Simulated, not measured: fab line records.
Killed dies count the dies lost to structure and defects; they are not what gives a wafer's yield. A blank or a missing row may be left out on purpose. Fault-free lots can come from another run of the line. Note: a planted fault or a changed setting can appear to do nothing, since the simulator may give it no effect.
Matching of chambers	flow n5-finfet	N5_BEOL_M4_ALD_84 on ald-metal-01 has 4 sister chambers
The step deposits TaN, pulse time 2 s, purge time 3 s, co reactant purge time 2 s. 18 wafers are shown with their chamber, then 9 later ones without.

== WAFERS PAIRED WITH THEIR CHAMBERS ==
wafer	chamber	heater-power-w (W)	susceptor-temp-C (C)	precursor-vessel-carrier-sccm (sccm)
L075.3	3	442	274.98	999
L075.4	0	331	274.95	1004
L075.6	1	549	274.95	997
L074.2	2	415	275.07	997
L074.5	0	324	274.98	995
L074.6	3	451	274.85	1002
L077.1	1	529	275.11	1005
L077.2	2	418	275.03	1004
L077.3	0	326	275.19	997
L078.1	3	464	275.08	999
L078.5	2	406	275.23	1003
L078.6	1	537	274.93	996
L080.3	0	327	274.98	999
L080.4	2	412	275.54	997
L080.6	1	533	275.19	1002
L081.3	3	458	274.75	1000
L081.4	2	413	274.94	1002
L081.5	3	453	274.87	997

SIGNATURES (averages over the wafers above)
reading	chamber 0	chamber 1	chamber 2	chamber 3	scatter within a chamber
heater-power-w	327.00	537.00	412.80	453.60	6.54
susceptor-temp-C	275.0250	275.0450	275.1620	274.9060	0.163
precursor-vessel-carrier-sccm	998.75	1000.00	1000.60	999.40	3.35
Rule: a wafer lies at a distance from a chamber equal to the root of the sum of squares, over the readings, of (its reading less the chamber's mean, divided by the reading's scatter). The wafer belongs to the nearest chamber; if the next one is less than 2 further off, it can't be placed. The scatter is the square root of a quotient: the sum, over the shown wafers, of each reading's squared deviation from its chamber's mean, divided by wafers minus chambers.

== WAFERS WITH NO CHAMBER GIVEN ==
wafer	heater-power-w (W)	susceptor-temp-C (C)	precursor-vessel-carrier-sccm (sccm)
L090.2	455	274.66	996
L090.4	328	275.08	997
L090.5	540	274.89	1001
L095.1	545	275.46	1000
L095.3	323	275.21	1001
L095.4	416	275.04	995
L097.2	452	274.81	1002
L097.3	414	275.05	1003
L097.5	447	274.81	995

== EACH ONE'S CHAMBER ==
wafer	from the rows above	in truth
L090.2	3	3
L090.4	0	0
L090.5	1	1
L095.1	1	1
L095.3	0	0
L095.4	2	2
L097.2	3	3
L097.3	2	2
L097.5	3	3
Placed correctly: 9 of 9. Number that these rows cannot place: 0. Placed wrongly: 0.
